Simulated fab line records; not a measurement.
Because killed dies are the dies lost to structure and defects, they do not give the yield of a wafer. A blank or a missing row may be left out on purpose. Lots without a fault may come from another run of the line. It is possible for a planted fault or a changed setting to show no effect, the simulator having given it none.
fab line records	flow nand-harc
record lots=14	wafers=42	last-day=30
route steps=1302 shown P_ZERO_WELL@26 P_STI@96 P_GATE@143
lots untouched by any fault: they come from a run of this same line in which no faults occurred
start-h: the number of hours between the record's first day and the start of the first shown wafer of the lot	wait-h: hours from the lot's prior step to this one	" same as the row above	L1.1+2: a row that stands for several wafers	- either no value or no given start	* or withheld: withheld	< > ~ a bound
route shown NAME@n: names a module that has steps shown in the file, with the first one's number in the route	usual: mean and standard deviation over wafers with no fault	same: alike in all rows	chamber/n: place in a boat	sites: per-site readings	_std_site: their standard deviation	_edge_site: mean of outer sites minus mean of inner sites	radius-mm: for every site, how far away it sits from the centre of the wafer	mask NAME#n: copy n	behind: the last tool/chamber to shape the wafer	hold: cause of the lot's hold/its duration in hours/its outcome	device: the transistor (n, p or np) that didn't switch	end of line: the tests these same wafers got at the end of their route	a step without rows: its recipe alone	killed: not the wafer's yield, but the dies lost to structure and defects at the first sort	map: dies across one wafer; x = killed, . = not, _ = none there
set.NAME: the setting the step ran with; set.NAME@STEP: the setting that earlier step ran with	model.NAME: the simulator's own value behind a step, which no gauge read
steps of the route over a sample of lots; a table a step, a row a wafer
services: when a tool's chamber went out of use (start-h, in hours from the record's first day, below 0 if earlier), for how many hours, and the reason
## steps
# step NHARC_P_ZERO_WELL_EXPOSE_21
# recipe na=0.6	target-cd-nm=720	dose-mj=22.31	mask-id=P_NWELL
# usual exposure-dose-mJ-cm2=22.311/0.021	focus-offset-nm=0.0/0.54	stage-vel-mm-s=500.05/0.25
lot.wafer	tool	chamber	start-h	wait-h	mask	exposure-dose-mJ-cm2	focus-offset-nm	stage-vel-mm-s
L301.2	krf-scanner-04	0	32.33	-	P_NWELL#0	22.289	-0.8	500.01
L301.4	"	0	"	"	P_NWELL#0	22.283	0.2	499.64
L301.5	"	0	"	"	P_NWELL#0	22.302	0.6	500.04
L302.1	krf-scanner-03	0	42.41	-	P_NWELL#0	22.331	0.0	499.84
L302.2	"	0	"	"	P_NWELL#0	22.305	0.1	499.92
L302.6	"	0	"	"	P_NWELL#0	22.289	0.1	500.06
L304.1	krf-scanner-03	0	62.31	-	P_NWELL#0	22.310	0.1	500.34
L304.3	"	0	"	"	P_NWELL#0	22.326	-0.1	500.53
L304.5	"	0	"	"	P_NWELL#0	22.307	-0.2	499.90
L305.4	krf-scanner-02	0	72.44	-	P_NWELL#0	22.328	1.1	500.43
L305.5	"	0	"	"	P_NWELL#0	22.300	-0.1	499.82
L305.6	"	0	"	"	P_NWELL#0	22.320	0.0	500.03
L307.2	krf-scanner-04	0	92.86	-	P_NWELL#0	22.343	0.3	499.83
L307.4	"	0	"	"	P_NWELL#0	22.314	-0.5	500.15
L307.5	"	0	"	"	P_NWELL#0	22.295	-0.6	500.02
L308.1	krf-scanner-03	0	102.53	-	P_NWELL#0	22.279	-0.8	499.97
L308.3	"	0	"	"	P_NWELL#0	22.288	-1.5	500.32
L308.4	"	0	"	"	P_NWELL#0	22.290	-0.2	500.03
L309.2	krf-scanner-02	0	112.58	-	P_NWELL#0	22.309	-0.6	500.28
L309.3	"	0	"	"	P_NWELL#0	22.289	0.2	500.44
L309.4	"	0	"	"	P_NWELL#0	22.302	0.1	500.36
L310.3	krf-scanner-03	0	122.37	-	P_NWELL#0	22.299	0.0	500.11
L310.4	"	0	"	"	P_NWELL#0	22.310	0.0	500.10
L310.5	"	0	"	"	P_NWELL#0	22.293	-0.2	499.82
L311.1	krf-scanner-02	0	132.43	-	P_NWELL#0	22.296	-0.2	500.48
L311.2	"	0	"	"	P_NWELL#0	22.341	0.0	500.00
L311.6	"	0	"	"	P_NWELL#0	22.336	0.0	500.16
L312.3	krf-scanner-02	0	143.00	-	P_NWELL#0	22.317	-0.2	499.93
L312.5	"	0	"	"	P_NWELL#0	22.319	0.5	499.73
L312.6	"	0	"	"	P_NWELL#0	22.310	1.3	499.94
L313.2	krf-scanner-02	0	152.20	-	P_NWELL#0	22.303	-0.1	500.25
L313.4	"	0	"	"	P_NWELL#0	22.335	-0.1	500.46
L313.6	"	0	"	"	P_NWELL#0	22.300	0.3	500.05
L314.2	krf-scanner-03	0	162.50	-	P_NWELL#0	22.326	0.2	499.81
L314.3	"	0	"	"	P_NWELL#0	22.315	0.9	499.83
L314.4	"	0	"	"	P_NWELL#0	22.307	0.7	500.05
L322.2	krf-scanner-02	-	242.31	-	P_NWELL#0	-	-	-
L322.4	"	-	"	"	P_NWELL#0	-	-	-
L322.5	"	-	"	"	P_NWELL#0	-	-	-
L323.1	krf-scanner-03	-	252.43	-	P_NWELL#0	-	-	-
L323.2	"	-	"	"	P_NWELL#0	-	-	-
L323.5	"	-	"	"	P_NWELL#0	-	-	-
# step NHARC_P_ZERO_WELL_CD_MEAS_24
# recipe target-cd-nm=720	landing-energy-ev=500
# usual cd-nm=719.8/1.9
lot.wafer	tool	chamber	start-h	wait-h	cd-nm
L301.2	cd-sem-03	0	32.49	-	723.8
L301.4	"	0	"	"	725.6
L301.5	"	0	"	"	721.8
L302.1	cd-sem-03	0	42.57	-	719.4
L302.2	"	0	"	"	718.7
L302.6	"	0	"	"	718.2
L304.1	cd-sem-02	0	62.48	-	716.6
L304.3	"	0	"	"	715.4
L304.5	"	0	"	"	717.6
L305.4	cd-sem-01	0	72.58	-	718.0
L305.5	"	0	"	"	718.6
L305.6	"	0	"	"	718.2
L307.2	cd-sem-01	0	93.02	-	719.5
L307.4	"	0	"	"	717.7
L307.5	"	0	"	"	719.2
L308.1	cd-sem-01	0	102.69	-	721.0
L308.3	"	0	"	"	722.4
L308.4	"	0	"	"	719.3
L309.2	cd-sem-03	0	112.73	-	719.6
L309.3	"	0	"	"	719.1
L309.4	"	0	"	"	717.9
L310.3	cd-sem-02	0	122.52	-	721.0
L310.4	"	0	"	"	721.3
L310.5	"	0	"	"	723.3
L311.1	cd-sem-02	0	132.58	-	718.1
L311.2	"	0	"	"	719.1
L311.6	"	0	"	"	719.4
L312.3	cd-sem-02	0	143.15	-	718.7
L312.5	"	0	"	"	721.1
L312.6	"	0	"	"	720.8
L313.2	cd-sem-03	0	152.36	-	719.0
L313.4	"	0	"	"	720.7
L313.6	"	0	"	"	720.9
L314.2	cd-sem-02	0	162.65	-	717.3
L314.3	"	0	"	"	719.2
L314.4	"	0	"	"	717.3
L322.2	cd-sem-01	0	242.47	-	-
L322.4	"	0	"	"	-
L322.5	"	0	"	"	-
L323.1	cd-sem-02	0	252.59	-	-
L323.2	"	0	"	"	-
L323.5	"	0	"	"	-
# step NHARC_P_ZERO_WELL_INSPECT_43
# usual raw-defect-count=14/6.1
lot.wafer	tool	chamber	start-h	wait-h	raw-defect-count
L301.2	defect-inspect-01	-	37.49	0.5	7
L301.4	"	-	"	"	13
L301.5	"	-	"	"	5
L302.1	defect-inspect-01	-	47.80	0.6	16
L302.2	"	-	"	"	12
L302.6	"	-	"	"	16
L304.1	defect-inspect-02	-	67.44	0.6	20
L304.3	"	-	"	"	21
L304.5	"	-	"	"	9
L305.4	defect-inspect-02	-	77.77	0.2	22
L305.5	"	-	"	"	25
L305.6	"	-	"	"	16
L307.2	defect-inspect-02	-	97.98	0.5	10
L307.4	"	-	"	"	11
L307.5	"	-	"	"	9
L308.1	defect-inspect-02	-	107.80	0.6	31
L308.3	"	-	"	"	25
L308.4	"	-	"	"	21
L309.2	defect-inspect-02	-	117.84	0.5	13
L309.3	"	-	"	"	19
L309.4	"	-	"	"	10
L310.3	defect-inspect-02	-	127.37	0.4	8
L310.4	"	-	"	"	14
L310.5	"	-	"	"	12
L311.1	defect-inspect-02	-	137.56	0.6	14
L311.2	"	-	"	"	7
L311.6	"	-	"	"	13
L312.3	defect-inspect-02	-	148.26	0.4	10
L312.5	"	-	"	"	16
L312.6	"	-	"	"	10
L313.2	defect-inspect-01	-	157.46	0.5	19
L313.4	"	-	"	"	9
L313.6	"	-	"	"	22
L314.2	defect-inspect-02	-	167.80	0.5	11
L314.3	"	-	"	"	13
L314.4	"	-	"	"	17
L322.2	defect-inspect-02	-	248.14	0.5	1119
L322.4	"	-	"	"	1047
L322.5	"	-	"	"	1128
L323.1	defect-inspect-01	-	257.55	0.6	1082
L323.2	"	-	"	"	1075
L323.5	"	-	"	"	1055
# step NHARC_P_STI_OCD_MEAS_43
# usual trench-depth-nm=300/4.4	trench-foot-cd-nm=158.3/2.1
lot.wafer	tool	chamber	start-h	wait-h	trench-depth-nm	trench-foot-cd-nm
L301.2	ocd-02	-	57.89	-	302	154.3
L301.4	"	-	"	"	298	155.7
L301.5	"	-	"	"	303	152.0
L302.1	ocd-02	-	65.68	-	300	156.0
L302.2	"	-	"	"	299	156.9
L302.6	"	-	"	"	298	159.2
L304.1	ocd-01	-	86.20	-	289	161.6
L304.3	"	-	"	"	296	161.6
L304.5	"	-	"	"	300	156.5
L305.4	ocd-01	-	95.90	-	300	158.4
L305.5	"	-	"	"	304	159.4
L305.6	"	-	"	"	301	157.3
L307.2	ocd-01	-	114.81	-	305	153.2
L307.4	"	-	"	"	308	157.3
L307.5	"	-	"	"	299	157.8
L308.1	ocd-02	-	124.96	-	299	158.7
L308.3	"	-	"	"	308	156.9
L308.4	"	-	"	"	301	154.5
L309.2	ocd-02	-	135.52	-	306	158.8
L309.3	"	-	"	"	302	159.2
L309.4	"	-	"	"	307	156.8
L310.3	ocd-02	-	146.67	-	297	157.3
L310.4	"	-	"	"	308	159.0
L310.5	"	-	"	"	299	159.0
L311.1	ocd-01	-	155.98	-	301	154.7
L311.2	"	-	"	"	304	159.3
L311.6	"	-	"	"	306	156.5
L312.3	ocd-02	-	166.90	-	299	160.1
L312.5	"	-	"	"	289	158.0
L312.6	"	-	"	"	297	157.2
L313.2	ocd-02	-	174.40	-	301	157.3
L313.4	"	-	"	"	305	157.5
L313.6	"	-	"	"	303	159.9
L314.2	ocd-02	-	184.64	-	304	156.8
L314.3	"	-	"	"	303	158.8
L314.4	"	-	"	"	300	159.9
# step NHARC_P_GATE_INSPECT_28
# usual raw-defect-count=6.2/3
lot.wafer	tool	chamber	start-h	wait-h	raw-defect-count
L301.2	defect-inspect-02	-	109.75	0.0	10
L301.4	"	-	"	"	7
L301.5	"	-	"	"	6
L302.1	defect-inspect-02	-	118.02	0.0	8
L302.2	"	-	"	"	9
L302.6	"	-	"	"	4
L304.1	defect-inspect-02	-	130.60	0.0	9
L304.3	"	-	"	"	9
L304.5	"	-	"	"	6
L305.4	defect-inspect-02	-	143.42	0.0	9
L305.5	"	-	"	"	6
L305.6	"	-	"	"	9
L307.2	defect-inspect-01	-	166.47	0.0	7
L307.4	"	-	"	"	7
L307.5	"	-	"	"	9
L308.1	defect-inspect-02	-	179.49	0.0	11
L308.3	"	-	"	"	14
L308.4	"	-	"	"	10
L309.2	defect-inspect-01	-	189.27	0.0	3
L309.3	"	-	"	"	10
L309.4	"	-	"	"	12
L310.3	defect-inspect-02	-	199.97	0.0	4
L310.4	"	-	"	"	4
L310.5	"	-	"	"	12
L311.1	defect-inspect-02	-	204.74	0.0	4
L311.2	"	-	"	"	2
L311.6	"	-	"	"	4
L312.3	defect-inspect-02	-	218.61	0.0	4
L312.5	"	-	"	"	5
L312.6	"	-	"	"	8
L313.2	defect-inspect-02	-	223.08	0.0	6
L313.4	"	-	"	"	11
L313.6	"	-	"	"	3
L314.2	defect-inspect-01	-	237.93	0.0	2
L314.3	"	-	"	"	5
L314.4	"	-	"	"	3
# step NHARC_P_GATE_DESCUM_31
# recipe time-s=3	o2-flow-sccm=200	ar-flow-sccm=0	bias-power-w=0	chemistry=O2
# usual drypump-motor-current-A=5.8/0.35	oes-product-au=1.000/0.012	rf-vpp-V=57.9/0.91	showerhead-plenum-p-Torr=1.93/0.087	throttle-valve-pct=11.312/0.0087
lot.wafer	tool	chamber	start-h	wait-h	drypump-motor-current-A	oes-product-au	rf-hours-counter-h	rf-vpp-V	showerhead-plenum-p-Torr	throttle-valve-pct
L301.2	rie-diel-10	3	109.81	0.1	5.6	1.004	3.1	56.3	1.81	11.324
L301.4	"	2	"	"	5.4	0.983	3.1	59.1	1.90	11.319
L301.5	"	0	"	"	6.0	0.994	-	59.2	2.03	11.312
L302.1	rie-diel-10	0	118.08	0.1	6.0	1.015	3.3	57.8	2.03	11.300
L302.2	"	1	"	"	5.5	1.023	3.2	58.1	2.01	11.291
L302.6	"	0	"	"	6.0	1.023	-	58.3	2.03	11.312
L304.1	rie-diel-09	3	130.67	0.1	5.5	1.002	9.8	57.7	1.93	11.302
L304.3	"	2	"	"	6.4	1.010	10.1	58.2	1.81	11.312
L304.5	"	0	"	"	5.6	0.989	-	58.9	2.06	11.304
L305.4	rie-diel-10	3	143.48	0.1	5.6	1.006	5.1	57.4	1.81	11.322
L305.5	"	2	"	"	5.4	0.986	-	57.8	1.90	11.315
L305.6	"	3	"	"	5.6	0.999	-	59.9	1.81	11.308
L307.4	rie-diel-10	3	166.53	0.1	5.6	1.016	7.1	57.8	1.81	11.319
L307.2	"	0	"	"	6.0	1.019	6.8	58.4	2.03	11.307
L307.5	"	3	"	"	5.6	1.013	-	57.0	1.81	11.312
L308.4	rie-diel-10	0	179.55	0.1	6.0	1.015	7.2	57.3	2.03	11.322
L308.3	"	1	"	"	5.5	1.016	7.0	59.1	2.01	11.310
L308.1	"	2	"	"	5.4	0.992	6.0	57.9	1.90	11.312
L309.2	rie-diel-10	2	189.33	0.1	5.4	0.990	6.3	57.5	1.90	11.304
L309.4	"	0	"	"	6.0	1.010	7.5	57.3	2.03	11.309
L309.3	"	1	"	"	5.5	1.017	7.3	57.3	2.01	11.315
L310.4	rie-diel-10	2	200.03	0.1	5.4	0.994	6.5	57.1	1.90	11.292
L310.3	"	0	"	"	6.0	1.018	7.7	59.1	2.03	11.303
L310.5	"	3	"	"	5.6	1.015	-	58.4	1.81	11.312
L311.1	rie-diel-10	0	204.81	0.1	6.0	1.022	7.8	58.2	2.03	11.316
L311.2	"	1	"	"	5.5	1.013	7.7	57.7	2.01	11.313
L311.6	"	0	"	"	6.0	1.021	-	58.6	2.03	11.312
L312.3	rie-diel-01	3	218.69	0.1	6.2	0.993	0.4	57.5	1.97	11.304
L312.5	"	1	"	"	5.3	0.995	-	58.1	1.84	11.327
L312.6	"	2	"	"	6.0	0.987	-	58.1	2.01	11.316
L313.4	rie-diel-09	0	223.14	0.1	5.6	0.981	3.9	57.5	2.06	11.320
L313.2	"	3	"	"	5.5	0.977	2.9	56.3	1.93	11.305
L313.6	"	0	"	"	5.6	0.983	-	59.4	2.06	11.308
L314.2	rie-diel-09	2	237.99	0.1	6.4	0.987	3.7	56.3	1.81	11.330
L314.4	"	3	"	"	5.6	0.986	4.1	57.9	1.93	11.306
L314.3	"	1	"	"	6.0	1.000	4.2	57.1	1.90	11.310
## services
tool	chamber	start-h	hours	kind
krf-scanner-04	-	10.00	4.0	pm
rie-diel-01	-	26.84	9.0	pm
krf-scanner-04	-	33.09	1.3	repair
krf-scanner-02	-	43.52	0.2	repair
rie-diel-10	0	46.75	5.2	repair
krf-scanner-03	-	52.00	4.0	pm
rie-diel-01	3	57.85	5.6	repair
rie-diel-10	-	65.52	9.0	pm
krf-scanner-02	-	65.76	0.6	repair
rie-diel-01	-	70.52	0.4	repair
rie-diel-01	1	81.26	4.6	repair
rie-diel-09	0	85.69	2.9	repair
rie-diel-09	1	93.88	1.3	repair
krf-scanner-02	-	94.00	4.0	pm
rie-diel-09	2	97.91	3.2	repair
rie-diel-10	2	115.16	7.7	repair
krf-scanner-03	-	118.23	0.6	repair
rie-diel-09	-	143.10	9.0	pm
krf-scanner-02	-	149.05	2.5	repair
rie-diel-09	-	156.95	0.8	repair
krf-scanner-04	-	171.78	1.4	repair
krf-scanner-04	-	182.00	4.0	pm
rie-diel-09	1	208.63	1.5	repair
krf-scanner-03	-	224.00	4.0	pm
## key
first-sign step=NHARC_P_ZERO_WELL_EXPOSE_21	reading=tool-record	direction=missing
effect step=NHARC_P_ZERO_WELL_CD_MEAS_24	reading=cd-nm	direction=missing
effect step=NHARC_P_ZERO_WELL_INSPECT_43	reading=raw-defect-count	direction=up	sigmas=99+	usual=14	struck=1084
met-at NHARC_P_ZERO_WELL_EXPOSE_21
struck-lots L322,L323
later-rows-left-out L322.2,L322.4,L322.5,L323.1,L323.2,L323.5
sort-left-out L322.2,L322.4,L322.5,L323.1,L323.2,L323.5
tester-left-out L322,L323
not-acting-at NHARC_P_STI_OCD_MEAS_43,NHARC_P_GATE_INSPECT_28,NHARC_P_GATE_DESCUM_31
onset-between 162.50 242.31
fault kind=skipped-step-whole	tool=krf-scanner-02,krf-scanner-03	chamber=-	onset-h=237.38	steps=NHARC_P_ZERO_WELL_EXPOSE_21	scope=struck-lots-only
# tester-left-out: of these lots the tester's yield and bins aren't shown, on N5 and GAA mostly nor the transistor test; their killed dies are dies lost to structure and defects alone, not to doping, threshold or leakage, so they don't give the yield
# sort-left-out: the simulated sort isn't trusted on such a fault, so these wafers' sort isn't shown, and their yield isn't known
# later-rows-left-out: the simulator's readings of these wafers behind a module that went badly wrong aren't trusted and aren't shown, but for the sort
